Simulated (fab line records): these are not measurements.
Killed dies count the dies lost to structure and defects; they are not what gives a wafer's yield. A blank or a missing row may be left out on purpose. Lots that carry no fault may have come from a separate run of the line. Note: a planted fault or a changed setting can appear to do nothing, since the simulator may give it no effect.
Lot-split experiment    flow n5 finfet    route with 1938 steps; 7 lots, 21 wafers read

== THE SPLIT ITSELF ==
At N5_HKMG_FIN_EXPOSE_46 (exposes mask NDIPOLE), the setting dose mj was moved away from the recipe's 40 on 7 of the 21 wafers read, by -4.9% to +7.4%. For the rest of the wafers, this setting stayed at what the recipe calls for.

== FROM THE SPLIT TO THE READING: what the file shows between them, 2 steps ==
- N5_HKMG_FIN_PEB_47: peb time 60 s
- N5_HKMG_FIN_DEVELOP_48: develop time 30 s

== THE READING ==
cd nm, in nm, at N5_HKMG_FIN_CD_MEAS_49 (target cd 202 nm). Fault-free wafers of this fab line usually give 201.9 nm, standard deviation 0.77 nm.

wafer   tool, chamber at the split  dose mj as run  against the recipe  cd nm, nm  against lot-mates on the recipe
L080.2  arfi scanner-02, 0          40              recipe              203.2      -
L080.4  arfi scanner-02, 0          40              recipe              201.5      -
L080.6  arfi scanner-02, 0          40              recipe              201.4      -
L082.1  arfi scanner-01, 0          40              recipe              203.4      -
L082.2  arfi scanner-01, 0          40              recipe              203.5      -
L082.3  arfi scanner-01, 0          38.02           -4.9%               199.4      -4.0
L083.1  arfi scanner-03, 0          40              recipe              201.0      -
L083.2  arfi scanner-03, 0          40              recipe              202.6      -
L083.5  arfi scanner-03, 0          42.96           +7.4%               206.4      +4.6
L086.1  arfi scanner-01, 0          38.54           -3.6%               199.6      -2.5
L086.3  arfi scanner-01, 0          38.54           -3.6%               200.0      -2.1
L086.6  arfi scanner-01, 0          40              recipe              202.1      -
L090.2  arfi scanner-01, 0          40              recipe              202.1      -
L090.4  arfi scanner-01, 0          40              recipe              202.3      -
L090.6  arfi scanner-01, 0          40              recipe              202.9      -
L091.2  arfi scanner-02, 0          40              recipe              201.2      -
L091.4  arfi scanner-02, 0          40              recipe              200.3      -
L091.6  arfi scanner-02, 0          40              recipe              202.1      -
L094.3  arfi scanner-01, 0          38.12           -4.7%               198.2      no lot-mate on the recipe
L094.5  arfi scanner-01, 0          38.12           -4.7%               199.4      no lot-mate on the recipe
L094.6  arfi scanner-01, 0          38.12           -4.7%               197.9      no lot-mate on the recipe

FIT RESULTS
A straight line over all 21 wafers: cd nm changes by +0.648 nm for each +1% of dose mj; r = +0.90; the points scatter about the line by 0.88 nm.
The same after taking each lot's own level away (the mean of its wafers on the recipe; 18 wafers): +0.667 nm for each +1%; r = +0.94; scatter 0.61 nm.
The reading moves by 4.9 nm for the largest change in dose mj, on that fit.
Across the lots, their own levels run from 201.20 to 203.45 nm, a range of 2.9 times the standard deviation given above.
Consequently the slope shifts little with the lot-to-lot level, the two slopes agreeing.
Check: +5.36 nm against its lot-mates is what the line predicts for one of the wafers moved furthest among these (+7.4%) when that wafer is left out of the fit. Against them it came out at +4.6 nm.

== OTHER SPLITS APPLIED TO THESE WAFERS ==
These wafers also went through other splits before the reading. Each is held against what the fit with the lots' levels taken away leaves over:
other split on the same wafers  wafers away from the commonest value  r with cd nm (lot level and that fit taken away)
N5_DUMMY_GATE_COAT_34 spin rpm  9                                     +0.02
N5_SD_EPI_N_COAT_33 spin rpm    11                                    -0.14
N5_SD_EPI_N_ETCH_35 time s      7                                     -0.09
N5_ILD0_ALD_15 ald cycles       6                                     -0.19
N5_SDB_COAT_03 spin rpm         7                                     -0.19

== FILE'S OWN FIT ==
cd nm changes by +0.676 nm for each +1% of dose mj, r = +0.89.
